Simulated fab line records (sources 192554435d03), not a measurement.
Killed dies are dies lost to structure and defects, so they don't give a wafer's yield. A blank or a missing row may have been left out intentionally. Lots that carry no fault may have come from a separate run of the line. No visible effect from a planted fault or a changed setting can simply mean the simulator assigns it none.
Split-lot experiment ; flow n5Finfet ; 39 wafers read from 7 lots, route of 1938 steps

## ON THE SPLIT
At N5_FIN_SAQP_ETCH_65 (etches SiO2 in CF4, target depth 4 nm, time 4.4 s), the setting timeS was moved away from the recipe's 4.4 s on 12 of the 39 wafers read, by -45.0% to +54.2%. All remaining wafers had this setting at the recipe value.

The reading is taken at the split's own step.

## THE READING
etch.depthNm (the simulator's own value, which no gauge read), in nm, at N5_FIN_SAQP_ETCH_65 (etches SiO2 in CF4, target depth 4 nm, time 4.4 s). The file does not state a usual value for it. Across the 27 wafers here that went through the recipe, the average is 4.000 nm and the standard deviation 0.051 nm.

wafer;tool, chamber at the split;timeS as run, s;against the recipe;etch.depthNm, nm;against lot-mates on the recipe
L074.1;rieSi-06, 0;5.095;+15.8%;4.672;+0.578
L074.2;rieSi-06, 2;4.4;recipe;4.096;-
L074.3;rieSi-06, 1;5.095;+15.8%;4.645;+0.551
L074.4;rieSi-06, 2;4.4;recipe;4.132;-
L074.5;rieSi-06, 0;4.4;recipe;4.053;-
L074.6;rieSi-06, 1;5.095;+15.8%;4.656;+0.562
L078.1;rieSi-01, 2;4.4;recipe;3.999;-
L078.2;rieSi-01, 1;4.4;recipe;3.927;-
L078.3;rieSi-01, 0;4.4;recipe;4.018;-
L079.1;rieSi-06, 2;4.4;recipe;4.065;-
L079.2;rieSi-06, 1;4.4;recipe;3.989;-
L079.3;rieSi-06, 0;4.4;recipe;3.996;-
L079.4;rieSi-06, 3;4.4;recipe;3.981;-
L079.5;rieSi-06, 2;4.4;recipe;4.045;-
L079.6;rieSi-06, 1;4.4;recipe;3.933;-
L080.1;rieSi-03, 2;4.4;recipe;3.984;-
L080.2;rieSi-03, 0;4.4;recipe;3.964;-
L080.3;rieSi-03, 3;4.4;recipe;4.038;-
L080.4;rieSi-03, 1;4.4;recipe;3.972;-
L080.5;rieSi-03, 3;4.4;recipe;4.034;-
L080.6;rieSi-03, 0;4.4;recipe;3.909;-
L088.1;rieSi-03, 0;4.4;recipe;3.938;-
L088.2;rieSi-03, 3;5.746;+30.6%;5.316;+1.330
L088.3;rieSi-03, 2;5.746;+30.6%;5.198;+1.212
L088.4;rieSi-03, 1;4.4;recipe;4.009;-
L088.5;rieSi-03, 1;4.4;recipe;4.012;-
L088.6;rieSi-03, 2;5.746;+30.6%;5.266;+1.280
L090.1;rieSi-03, 1;2.42;-45.0%;2.175;-1.806
L090.2;rieSi-03, 3;4.4;recipe;4.042;-
L090.3;rieSi-03, 2;4.4;recipe;3.954;-
L090.4;rieSi-03, 0;4.4;recipe;3.948;-
L090.5;rieSi-03, 0;2.42;-45.0%;2.143;-1.838
L090.6;rieSi-03, 3;2.42;-45.0%;2.214;-1.767
L096.1;rieSi-01, 0;4.4;recipe;3.98;-
L096.2;rieSi-01, 2;4.4;recipe;4.002;-
L096.3;rieSi-01, 3;6.786;+54.2%;6.301;+2.313
L096.4;rieSi-01, 1;6.786;+54.2%;6.038;+2.050
L096.5;rieSi-01, 2;4.4;recipe;3.981;-
L096.6;rieSi-01, 1;6.786;+54.2%;6.015;+2.027

FIT RESULTS
A straight line over all 39 wafers: etch.depthNm changes by +0.04 nm for each +1% of timeS; r = +1.00; the points scatter about the line by 0.063 nm.
The same after taking each lot's own level away (the mean of its wafers on the recipe; 39 wafers): +0.0398 nm for each +1%; r = +1.00; scatter 0.058 nm.
According to that fit, moving timeS by its largest amount changes the reading by 2.2 nm.
The span of the lots' own levels, 3.9813 to 4.0937 nm, comes to 2.2 times the standard deviation stated above.
Consequently the slope shifts little with the lot-to-lot level, the two slopes agreeing.
Check: +2.12 nm against its lot-mates is what the line predicts for one of the wafers moved furthest among these (+54.2%) when that wafer is left out of the fit. Against them it came out at +2.31 nm.

## THE FILE'S OWN FIT
etch.depthNm changes by +0.0398 nm for each +1% of timeS, r = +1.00.
